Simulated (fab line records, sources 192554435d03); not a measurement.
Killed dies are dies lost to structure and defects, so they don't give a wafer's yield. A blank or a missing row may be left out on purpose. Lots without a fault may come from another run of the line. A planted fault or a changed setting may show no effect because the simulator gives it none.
Split-lot experiment | flow n5_finfet | 7 lots, 21 wafers read, on a route of 1938 steps

THE SPLIT
At N5_BEOL_M9_COAT_05 (resist thk 90 nm), the setting spin_rpm was moved away from the recipe's 1500 rpm on 3 of the 21 wafers read, by -3.1% to +5.3%. The other wafers ran this setting at the recipe's value.

FROM THE SPLIT TO THE READING: what the file shows between them, 4 steps
- N5_BEOL_M9_EBR_07
- N5_BEOL_M9_SOFTBAKE_06: time 60 s
- N5_BEOL_M9_EXPOSE_08: exposes mask M9
- N5_BEOL_M9_PEB_09: peb time 60 s

THE READING
CAR-ArF_of_BEOL_M9_COAT_05.thk_nm (the simulator's own value, which no gauge read), in nm, at N5_BEOL_M9_DEVELOP_10 (develop time 30 s). The file gives no usual value for it. The 18 wafers here that ran the recipe average 88.4 nm, standard deviation 0.22 nm.

wafer  | tool, chamber at the split | spin_rpm as run, rpm | against the recipe | CAR-ArF_of_BEOL_M9_COAT_05.thk_nm, nm | against lot-mates on the recipe
L075.1 | litho_track-01, 0          | 1500                 | recipe             | 88.4                                  | -
L075.3 | litho_track-01, 0          | 1500                 | recipe             | 88.4                                  | -
L075.4 | litho_track-01, 0          | 1500                 | recipe             | 88.4                                  | -
L079.1 | litho_track-01, 0          | 1500                 | recipe             | 88.6                                  | -
L079.3 | litho_track-01, 0          | 1500                 | recipe             | 88.6                                  | -
L079.5 | litho_track-01, 0          | 1500                 | recipe             | 88.4                                  | -
L081.2 | litho_track-03, 0          | 1500                 | recipe             | 89                                    | -
L081.4 | litho_track-03, 0          | 1500                 | recipe             | 88.6                                  | -
L081.6 | litho_track-03, 0          | 1500                 | recipe             | 88.4                                  | -
L083.1 | litho_track-01, 0          | 1500                 | recipe             | 88.4                                  | -
L083.4 | litho_track-01, 0          | 1579                 | +5.3%              | 86.2                                  | -2.2
L083.5 | litho_track-01, 0          | 1579                 | +5.3%              | 86.4                                  | -2.0
L085.1 | litho_track-03, 0          | 1500                 | recipe             | 88.6                                  | -
L085.6 | litho_track-03, 0          | 1500                 | recipe             | 88.6                                  | -
L085.2 | litho_track-03, 0          | 1500                 | recipe             | 88.4                                  | -
L087.1 | litho_track-02, 0          | 1454                 | -3.1%              | 89.4                                  | +1.3
L087.2 | litho_track-02, 0          | 1500                 | recipe             | 88                                    | -
L087.3 | litho_track-02, 0          | 1500                 | recipe             | 88.2                                  | -
L097.1 | litho_track-03, 0          | 1500                 | recipe             | 88.2                                  | -
L097.3 | litho_track-03, 0          | 1500                 | recipe             | 88.2                                  | -
L097.5 | litho_track-03, 0          | 1500                 | recipe             | 88.2                                  | -

THE FIT
A straight line over all 21 wafers: CAR-ArF_of_BEOL_M9_COAT_05.thk_nm changes by -0.389 nm for each +1% of spin_rpm; r = -0.95; the points scatter about the line by 0.22 nm.
The same after taking each lot's own level away (the mean of its wafers on the recipe; 21 wafers): -0.403 nm for each +1%; r = -0.99; scatter 0.12 nm.
On that fit, the largest move of spin_rpm shifts the reading by 2.1 nm.
The lots' own levels span 88.10 to 88.67 nm, that is 2.6 times the standard deviation above.
So the lot-to-lot level changes the slope little: the two slopes agree.
Check: with one of the wafers moved furthest among these (+5.3%) left out of the fit, the line predicts -2.05 nm for it against its lot-mates. It came out at -2.2 nm against them.

OTHER SPLITS ON THESE WAFERS
These wafers also went through other splits before the reading. Each is held against what the fit with the lots' levels taken away leaves over:
other split on the same wafers | wafers away from the commonest value | r with CAR-ArF_of_BEOL_M9_COAT_05.thk_nm (lot level and that fit taken away)
N5_BEOL_M7_EXPOSE_25 dose_mj   | 5                                    | +0.12
N5_BEOL_M7_VIA_ETCH_34 time_s  | 7                                    | +0.03
N5_BEOL_M9_COAT_59 spin_rpm    | 7                                    | +0.24

THE WHOLE CHAIN: every reading that the file lists as answering this split, in the file's order
step                  | what it does      | reading                                                                            | change (the file's fit)               | r (the file's)
N5_BEOL_M9_COAT_05    | resist thk 90 nm  | CAR-ArF_of_BEOL_M9_COAT_05.thk_nm (the simulator's own value, which no gauge read) | -0.383 nm for each +1% of the setting | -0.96
N5_BEOL_M9_DEVELOP_10 | develop time 30 s | CAR-ArF_of_BEOL_M9_COAT_05.thk_nm (the simulator's own value, which no gauge read) | -0.405 nm for each +1% of the setting | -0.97

THE FILE'S OWN FIT
CAR-ArF_of_BEOL_M9_COAT_05.thk_nm changes by -0.405 nm for each +1% of spin_rpm, r = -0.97.
